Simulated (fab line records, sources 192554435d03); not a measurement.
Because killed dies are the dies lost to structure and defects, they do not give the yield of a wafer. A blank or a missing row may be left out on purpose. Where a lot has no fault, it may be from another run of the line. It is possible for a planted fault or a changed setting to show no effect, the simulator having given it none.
fab line records	flow n5Finfet
record: lots: 4	wafers: 12	lastDay: 17
route steps=1938 shown BEOL_M8@1332 PASSIVATION@1936
lots untouched by any fault: they come from a run of this same line in which no faults occurred
startH: the number of hours between the record's first day and the start of the first shown wafer of the lot	waitH: hours since the lot's step before	" same as the row above	L1.1+2: one row covering several wafers at once	- either no value or no given start	* or withheld: withheld	< > ~ a bound
route shown NAME@n: NAME is a module with steps in the file, n the number in the route of the first one	usual: the fault-free wafers' mean and standard deviation	same: alike in all rows	chamber/n: place in a boat	sites: readings site by site	_std_site: the standard deviation of these	_edge_site: outer sites' mean less inner sites'	radiusMm: how far each site lies from the wafer's centre	mask NAME#n: copy n	behind: the last tool/chamber to shape the wafer	hold: cause of the lot's hold/its duration in hours/its outcome	device: the n, p or np transistor that did not switch	end of line: the tests these same wafers got at the end of their route	a step with no rows: only its recipe	killed: not the wafer's yield, but the dies lost to structure and defects at the first sort	map: shows each die of a wafer: x if killed, . if not, _ if none is there
set.NAME: the setting the step ran with; set.NAME@STEP: the setting that earlier step ran with	model.NAME: the simulator's own value behind a step, which no gauge read
lots at some steps of the route; a table a step, a row a wafer
services: a tool's chamber out of use, with start hour (startH, from the record's first day; less than 0 if before it), hours out, and reason
== steps ==
step: N5_BEOL_M8_ILD_DEP_00
recipe: material: SiCOH_lowk	targetThkA: 1797.5	tempC: 300	precursor: DEMS/porogen	pressureTorr: 5	rfW: 500	timeS: 33.4
step: N5_BEOL_M8_CURE_74
recipe: tempC: 385	timeS: 240	ambient: He/Ar	material: SiCOH_lowk
step: N5_BEOL_M8_PECVD_70
recipe: material: SiO2	targetThkA: 200	tempC: 400	precursor: TEOS/O2	pressureTorr: 5.5	rfW: 450	teosFlowSccm: 53.8	gas: O2	flowSccm: 3000	timeS: 22.7
step: N5_BEOL_M8_HM_DEP_02
recipe: material: TiN	targetThkA: 200	tempC: 25	chamberPressurePa: 0.49996
step: N5_BEOL_M8_COAT_59
recipe: resist: SOC	tempC: 250	timeS: 60	spinRpm: 1500	resistThkNm: 100
step: N5_BEOL_M8_COAT_60
recipe: resist: SiARC	tempC: 220	timeS: 60	spinRpm: 1500	resistThkNm: 35
step: N5_BEOL_M8_COAT_05
recipe: resist: CAR-ArF	spinRpm: 1500	resistThkNm: 90
step: N5_BEOL_M8_EBR_07
recipe: solvent: PGMEA	ebrWidthMm: 1.5
step: N5_BEOL_M8_SOFTBAKE_06
recipe: tempC: 110	timeS: 60	resist: CAR-ArF
step: N5_BEOL_M8_EXPOSE_08
recipe: maskId: M8	na: 1.35	sourceShape: dipole	sigmaInner: 0.817	sigmaOuter: 0.97	polarization: te	doseMj: 68.25
usual: exposureDoseMJCm2: 68.20/0.07	stageVelMmS: 500.00/0.24
same: dipoleOpeningDeg: 35
lot.wafer	tool	chamber	startH	waitH	mask	exposureDoseMJCm2	stageVelMmS
L810.1	arfiScanner-01	0	199.19	-	M8#0	68.25	499.84
L810.3	"	0	"	"	M8#0	68.22	500.07
L810.4	"	0	"	"	M8#0	68.18	500.25
L827.1	arfiScanner-02	0	294.08	-	M8#0	68.21	500.09
L827.2	"	0	"	"	M8#0	68.21	500.29
L827.3	"	0	"	"	M8#0	68.23	500.25
L829.2	arfiScanner-02	0	313.04	-	M8#0	70.70	499.25
L829.3	"	0	"	"	M8#0	70.77	499.58
L829.6	"	0	"	"	M8#0	70.65	499.33
L833.2	arfiScanner-02	0	336.70	-	M8#0	70.27	499.87
L833.3	"	0	"	"	M8#0	70.16	499.72
L833.6	"	0	"	"	M8#0	70.22	499.75
step: N5_BEOL_M8_PEB_09
recipe: pebTempC: withheld	pebTimeS: 60	resist: CAR-ArF
step: N5_BEOL_M8_DEVELOP_10
recipe: developTimeS: 30	developer: TMAH	resist: CAR-ArF	rinseLiquid: diw	dry: airSpin	devTempC: 23
step: N5_BEOL_M8_CD_MEAS_11
recipe: targetCdNm: 38.5	landingEnergyEv: 500	detector: seInlens	polarity: opening
usual: cdNm: 38.6/0.42
lot.wafer	tool	chamber	startH	waitH	cdNm
L810.1	cdSem-01	0	199.32	-	38.8
L810.3	"	0	"	"	38.8
L810.4	"	0	"	"	38.3
L827.1	cdSem-02	0	294.21	-	39.5
L827.2	"	0	"	"	38.8
L827.3	"	0	"	"	38.6
L829.2	cdSem-01	0	313.16	-	40.1
L829.3	"	0	"	"	39.8
L829.6	"	0	"	"	40.5
L833.2	cdSem-02	0	336.82	-	40.3
L833.3	"	0	"	"	40.2
L833.6	"	0	"	"	40.4
step: N5_BEOL_M8_DESCUM_16
recipe: chemistry: O2	timeS: 7.9	sourcePowerW: 50	biasPowerW: 20	pressureMtorr: 20	rfFrequencyHz: 2.712e+07	tempC: 40	resist: CAR-ArF	o2FlowSccm: 225
step: N5_BEOL_M8_ETCH_61
recipe: chemistry: CF4	target: SiARC	targetDepthA: 455	maskMaterial: CAR-ArF	timeS: 75.8	ionEnergyEv: 80	pressureMtorr: 40	sourceW: 545	biasW: 36	Ar_flow_sccm: 100	cf4FlowSccm: 100	ends: cleared
usual: chamberPressureMTorr: 40.00/0.037	drypumpMotorCurrentA: 5.8/0.59	etchRfOnTimeS: 75.8/1.4	oesProductAu: 0.67/0.068	rfFwdPowerW: 539.1/2.3	rfVppV: 184.0/1.1	showerheadPlenumPTorr: 2.12/0.06	throttleValvePct: 15.62/0.26
lot.wafer	tool	chamber	startH	waitH	chamberPressureMTorr	drypumpMotorCurrentA	etchRfOnTimeS	oesProductAu	rfFwdPowerW	rfHoursCounterH	rfVppV	showerheadPlenumPTorr	throttleValvePct	model.BEOL_M8.cdOffsetNm
L810.1	rieDiel-06	3	200.58	0.0	39.99	4.9	75.6	0.67	540.5	101	184.7	2.16	15.65	0.2
L810.3	"	0	"	"	39.99	6.9	77.0	0.66	541.0	117	184.0	2.07	15.37	0
L810.4	"	1	"	"	39.98	5.7	76.2	0.63	537.7	150	184.4	2.22	15.93	-0.4
L827.1	rieDiel-02	2	294.33	0.0	39.95	6.5	74.5	0.67	538.9	130	184.7	2.14	15.78	1
L827.2	"	0	"	"	40.03	5.3	73.6	0.71	540.9	72	184.3	2.08	15.15	0.4
L827.3	"	3	"	"	40.00	5.1	75.4	0.80	541.7	9	184.3	2.10	15.66	0
L829.2	rieDiel-06	1	313.35	0.0	40.09	5.7	76.8	0.60	536.0	188	185.7	2.21	15.98	1.6
L829.3	"	2	"	"	40.02	5.9	78.0	0.59	539.2	205	182.6	2.04	15.59	1.2
L829.6	"	1	"	"	40.02	5.7	77.1	0.60	538.7	-	186.2	2.21	15.99	1.8
L833.2	rieDiel-04	2	336.94	0.0	40.01	5.9	75.9	0.65	542.7	128	183.1	2.06	15.69	1.6
L833.3	"	1	"	"	40.04	6.0	75.6	0.72	537.6	60	185.2	2.08	15.54	2
L833.6	"	3	"	"	39.95	6.0	76.0	0.67	540.5	-	183.7	2.24	15.59	2
step: N5_BEOL_M8_ETCH_62
recipe: chemistry: N2/H2	target: SOC	targetDepthA: 1100	overetchA: 220	maskMaterial: SiARC	tempC: 40	timeS: 165	ionEnergyEv: 200	pressureMtorr: 30	sourceW: 840	biasW: 150	n2FlowSccm: 200	h2FlowSccm: 200
step: N5_BEOL_M8_STRIP_68
recipe: chemistry: N2/H2	tempC: 40	n2FlowSccm: 200	h2FlowSccm: 200	rfFrequencyHz: 6e+07
step: N5_BEOL_M8_STRIP_67
recipe: chemistry: CF4	resist: SiARC	powerW: 300	biasPowerW: 75	pressureMtorr: 50	cf4FlowSccm: 150	rfFrequencyHz: 6e+07
step: N5_BEOL_M8_HM_OPEN_17
recipe: chemistry: Cl2/BCl3	targetDepthA: 200	overetchA: 60	target: TiN	maskMaterial: SOC	ionEnergyEv: 150	pressureMtorr: 10	icpW: 1000	biasW: 126	Cl2_flow_sccm: 53.25	bcl3FlowSccm: 21.75	Ar_flow_sccm: 25
usual: chamberPressureMTorr: 10.000/0.0085	drypumpMotorCurrentA: 5.8/0.43	mfcCl2Sccm: 53.25/0.17	oesProductAu: 0.68/0.07	rfFwdPowerW: 993/3.8	throttleValvePct: 22.14/0.11
lot.wafer	tool	chamber	startH	waitH	chamberPressureMTorr	drypumpMotorCurrentA	mfcCl2Sccm	oesProductAu	rfFwdPowerW	rfHoursCounterH	throttleValvePct	model.BEOL_M8.cdOffsetNm
L810.1	rieMetal-02	1	200.82	0.0	9.992	6.0	52.98	0.68	1000	29	22.06	0.4
L810.3	"	1	"	"	9.990	6.0	53.04	0.69	999	-	22.05	0
L810.4	"	0	"	"	10.001	6.2	53.22	0.70	991	-	22.32	-0.6
L827.1	rieMetal-02	1	294.57	0.0	10.015	6.0	53.31	0.66	992	38	22.08	1
L827.2	"	0	"	"	9.994	6.2	53.22	0.67	994	36	22.34	0.2
L827.3	"	1	"	"	10.022	6.0	52.86	0.66	997	-	22.08	-0.2
L829.2	rieMetal-03	1	313.60	0.0	9.993	5.9	53.37	0.60	983	72	22.13	1.6
L829.3	"	0	"	"	10.000	5.1	53.06	0.72	988	-	22.25	1.2
L829.6	"	1	"	"	9.993	5.9	53.44	0.59	988	-	22.13	2
L833.2	rieMetal-03	0	337.19	0.0	9.975	5.1	53.04	0.72	996	23	22.26	1.6
L833.3	"	1	"	"	10.010	5.9	53.08	0.60	993	-	22.13	2.2
L833.6	"	0	"	"	10.001	5.1	53.41	0.71	989	-	22.25	1.8
step: N5_BEOL_M8_STRIP_19
recipe: chemistry: O2	powerW: 400	tempC: 40	pressureMtorr: 30	rfFrequencyHz: 6e+07	biasPowerW: 0	overashFraction: 0.2	o2FlowSccm: 225
step: N5_BEOL_M8_CD_MEAS_18
recipe: pitchNm: 80	targetCdNm: 40
usual: cdNm: 40.2/0.47
lot.wafer	tool	chamber	startH	waitH	cdNm
L810.1	cdSem-01	-	201.45	0.0	40.4
L810.3	"	-	"	"	39.8
L810.4	"	-	"	"	39.6
L827.1	cdSem-02	-	294.75	0.0	40.8
L827.2	"	-	"	"	39.9
L827.3	"	-	"	"	40.0
L829.2	cdSem-02	-	313.79	0.1	41.4
L829.3	"	-	"	"	41.6
L829.6	"	-	"	"	42.1
L833.2	cdSem-03	-	337.40	0.1	41.4
L833.3	"	-	"	"	42.4
L833.6	"	-	"	"	41.8
step: N5_BEOL_M8_COAT_63
recipe: resist: SOC	tempC: 250	timeS: 60	spinRpm: 1500	resistThkNm: 60
step: N5_PASSIVATION_PROBE_49
usual: defectLimitedYield: 91.1/1.3	killed_at_M0_to_M3: 36/10	killed_at_M4_up: 14/4.4	killedAtContacts: 14/5.7	killedAtFrontEnd: 39/9.4	killedAtOther: 2.9/2.6	killedDies: 105/15	killedOnRim: 14/3.5	killedOpen: 70/12	killedShort: 34/7.1	sort_bin_5_function: 5.3/0.77	sort_bin_6_memory: 3.3/0.66	sort_bin_8_speed: 0.00/0.007	sortNPass: 1075/15	sortYieldPct: 91.1/1.3
same: grossDies: 1180	killedAtBackSide: 0	sort_bin_4_leakage[%]: 0
lot.wafer	tool	chamber	startH	waitH	defectLimitedYield[%]	killed_at_M0_to_M3	killed_at_M4_up	killedAtContacts	killedAtFrontEnd	killedAtOther	killedDies	killedOnRim	killedOpen	killedShort	sort_bin_5_function[%]	sort_bin_6_memory[%]	sort_bin_8_speed[%]	sortNPass	sortYieldPct[%]
L810.1	prober-02	-	274.87	0.0	91.1	21	18	21	38	7	105	18	79	26	5.7	2.7	0	1075	91.1
L810.3	prober-02	-	274.97	0.1	92.1	33	20	15	25	0	93	13	69	24	4.8	2.8	0	1087	92.1
L810.4	prober-02	-	275.02	0.2	91.3	44	11	22	25	1	103	9	76	27	5.5	2.9	0	1077	91.3
L827.1	prober-02	-	362.75	0.0	92.4	25	16	15	33	1	90	12	64	24	4.9	2.5	0	1090	92.4
L827.2	prober-02	-	362.80	0.1	91.1	29	13	15	46	2	105	16	65	38	5.4	3.1	0	1075	91.1
L827.3	prober-02	-	362.85	0.1	90.8	27	9	10	59	3	108	11	74	30	4.9	3.6	0	1072	90.8
L829.2	prober-02	-	389.55	0.1	88.6	72	15	4	43	1	135	15	83	50	6.8	4.1	0	1045	88.6
L829.3	prober-02	-	389.60	0.1	88.3	50	20	13	53	2	138	23	87	43	5.9	4.7	0	1042	88.3
L829.6	prober-02	-	389.75	0.3	89.6	35	24	22	42	0	123	13	83	40	6.4	3.9	0.08	1056	89.5
L833.2	prober-01	-	403.79	0.1	90.0	32	14	18	47	7	118	13	85	33	6.0	3.4	0	1062	90.0
L833.3	prober-01	-	403.84	0.1	91.3	16	9	20	52	6	103	11	65	38	5.4	2.9	0	1077	91.3
L833.6	prober-01	-	403.99	0.3	93.2	27	8	14	30	1	80	16	54	26	3.9	2.5	0	1100	93.2
killed by level:class
L810.1 MOL_CONTACT_COAG:geometricParticle:open=16 BEOL_M4:geometricParticle:open=13 STI_FIN_REVEAL:geometricParticle:open=10 BEOL_M0_SAQP:geometricParticle:open=6 FIN_SAQP:geometricParticle:short=5 DUMMY_GATE:geometricParticle:open=5 MOL_CONTACT_COAG:geometricParticle:short=5 BEOL_M2:geometricParticle:open=5
L810.3 MOL_CONTACT_COAG:geometricParticle:open=13 BEOL_M0_SAQP:geometricParticle:short=8 BEOL_M4:geometricParticle:open=8 BEOL_M0_SAQP:geometricParticle:open=7 DUMMY_GATE:geometricParticle:open=6 BEOL_M3:geometricParticle:open=5 FIN_SAQP:geometricParticle:open=4 GATE_CUT:geometricParticle:short=3
L810.4 MOL_CONTACT_COAG:geometricParticle:open=18 BEOL_M3:geometricParticle:open=15 BEOL_M0_SAQP:geometricParticle:open=13 FIN_SAQP:geometricParticle:short=8 BEOL_M2:geometricParticle:open=7 BEOL_M0_SAQP:geometricParticle:short=6 MOL_CONTACT_COAG:geometricParticle:short=4 BEOL_M4:geometricParticle:open=4
L827.1 MOL_CONTACT_COAG:geometricParticle:open=14 BEOL_M3:geometricParticle:open=9 BEOL_M5:geometricParticle:open=7 FIN_SAQP:geometricParticle:open=6 FIN_SAQP:geometricParticle:short=6 STI_FIN_REVEAL:geometricParticle:open=6 STARTING-WAFER:geometricParticle:open=5 GATE_CUT:geometricParticle:short=4
L827.2 MOL_CONTACT_COAG:geometricParticle:open=13 FIN_SAQP:geometricParticle:short=11 FIN_SAQP:geometricParticle:open=8 BEOL_M3:geometricParticle:open=8 BEOL_M0:geometricParticle:open=6 STI_FIN_REVEAL:geometricParticle:open=5 GATE_CUT:geometricParticle:short=5 BEOL_M3:geometricParticle:short=4
L827.3 STI_FIN_REVEAL:geometricParticle:open=14 FIN_SAQP:geometricParticle:open=12 GATE_CUT:geometricParticle:short=10 MOL_CONTACT_COAG:geometricParticle:open=10 STARTING-WAFER:geometricParticle:open=7 BEOL_M0:geometricParticle:open=5 FIN_SAQP:geometricParticle:short=4 BEOL_M0_SAQP:geometricParticle:short=4
L829.2 BEOL_M3:geometricParticle:open=20 BEOL_M0_SAQP:geometricParticle:short=13 BEOL_M0_SAQP:geometricParticle:open=11 FIN_SAQP:geometricParticle:short=10 BEOL_M1:geometricParticle:open=10 STI_FIN_REVEAL:geometricParticle:open=9 FIN_SAQP:geometricParticle:open=7 BEOL_M4:geometricParticle:open=7
L829.3 STI_FIN_REVEAL:geometricParticle:open=15 BEOL_M3:geometricParticle:open=15 BEOL_M4:geometricParticle:open=12 MOL_CONTACT_COAG:geometricParticle:open=11 FIN_SAQP:geometricParticle:short=10 BEOL_M3:geometricParticle:short=7 BEOL_M0_SAQP:geometricParticle:short=6 BEOL_M2:geometricParticle:open=5
L829.6 MOL_CONTACT_COAG:geometricParticle:open=16 BEOL_M4:geometricParticle:open=13 STI_FIN_REVEAL:geometricParticle:open=9 FIN_SAQP:geometricParticle:open=8 MOL_CONTACT_COAG:geometricParticle:short=6 BEOL_M0_SAQP:geometricParticle:open=6 BEOL_M0:geometricParticle:open=6 BEOL_M2:geometricParticle:open=5
L833.2 MOL_CONTACT_COAG:geometricParticle:open=14 FIN_SAQP:geometricParticle:open=13 STI_FIN_REVEAL:geometricParticle:open=12 BEOL_M0_SAQP:geometricParticle:open=8 BEOL_M0_SAQP:geometricParticle:short=8 ILD0:geometricParticle:open=6 BEOL_M3:geometricParticle:open=5 BEOL_M4:geometricParticle:open=5
L833.3 FIN_SAQP:geometricParticle:short=15 MOL_CONTACT_COAG:geometricParticle:open=14 STI_FIN_REVEAL:geometricParticle:open=10 FIN_SAQP:geometricParticle:open=8 MOL_CONTACT_COAG:geometricParticle:short=6 DUMMY_GATE:geometricParticle:open=5 BEOL_M0_SAQP:geometricParticle:open=5 BEOL_M4:geometricParticle:open=4
L833.6 MOL_CONTACT_COAG:geometricParticle:open=12 FIN_SAQP:geometricParticle:open=7 BEOL_M2:geometricParticle:open=7 BEOL_M0_SAQP:geometricParticle:short=5 BEOL_M1:geometricParticle:short=5 BEOL_M1:geometricParticle:open=5 STI_FIN_REVEAL:geometricParticle:open=4 FIN_SAQP:geometricParticle:short=3
== services ==
tool	chamber	startH	hours	kind
arfiScanner-02	-	176.05	0.8	pm
arfiScanner-01	-	187.19	1.3	pm
rieDiel-02	-	187.98	14.6	pm
rieDiel-04	0	191.11	-	clean
rieDiel-04	0	191.11	-	consumableReplace:focusRing
rieDiel-04	0	191.11	17.0	scheduledDown
rieDiel-04	0	191.11	17.0	ventCycle
arfiScanner-02	-	199.42	3.1	pm
rieDiel-04	1	209.25	5.5	repair
rieDiel-04	0	234.06	1.5	repair
arfiScanner-02	-	236.38	1.3	pm
rieDiel-02	3	252.44	-	clean
rieDiel-02	3	252.44	-	consumableReplace:focusRing
rieDiel-02	3	252.44	23.4	scheduledDown
rieDiel-02	3	252.44	23.4	ventCycle
arfiScanner-02	-	253.80	1.8	repair
arfiScanner-01	-	254.35	1.0	pm
arfiScanner-02	-	259.02	0.6	repair
arfiScanner-01	-	274.11	1.0	pm
rieDiel-02	1	284.06	-	clean
rieDiel-02	1	284.06	-	consumableReplace:focusRing
arfiScanner-02	0	295.55	-	calibration
arfiScanner-01	-	312.69	1.3	pm
arfiScanner-02	-	327.47	1.0	pm
== key ==
firstSign: step: N5_BEOL_M8_EXPOSE_08	reading: exposureDoseMJCm2	direction: up	sigmas: 32	usual: 68.20	struck: 70.46
effect: step: N5_BEOL_M8_CD_MEAS_11	reading: cdNm	direction: up	sigmas: 3.7	usual: 38.6	struck: 40.2	through: controlLoop
effect: step: N5_BEOL_M8_CD_MEAS_18	reading: cdNm	direction: up	sigmas: 3.4	usual: 40.2	struck: 41.8	through: controlLoop
modelEffect: step: N5_BEOL_M8_ETCH_61	value: BEOL_M8.cdOffsetNm	without: 0.06667	struck: 1.7
modelEffect: step: N5_BEOL_M8_HM_OPEN_17	value: BEOL_M8.cdOffsetNm	without: 0.1667	struck: 1.733
metAt N5_BEOL_M8_EXPOSE_08
struckWafers L829.2,L829.3,L829.6,L833.2,L833.3,L833.6
loopTrim: step: N5_BEOL_M8_EXPOSE_08	setting: dose	lots: L833
onsetBetween 294.08 313.04
fault: kind: processParameterDrift	tool: arfiScanner-02	chamber: -	onsetH: 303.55	steps: N5_BEOL_M8_EXPOSE_08	channel: doseMj	offset: 2.5253	shape: step	actsIn: theseRecipesOnly	stated: 68.25
loopTrim: a control loop set the setting to another value than it would have without faults
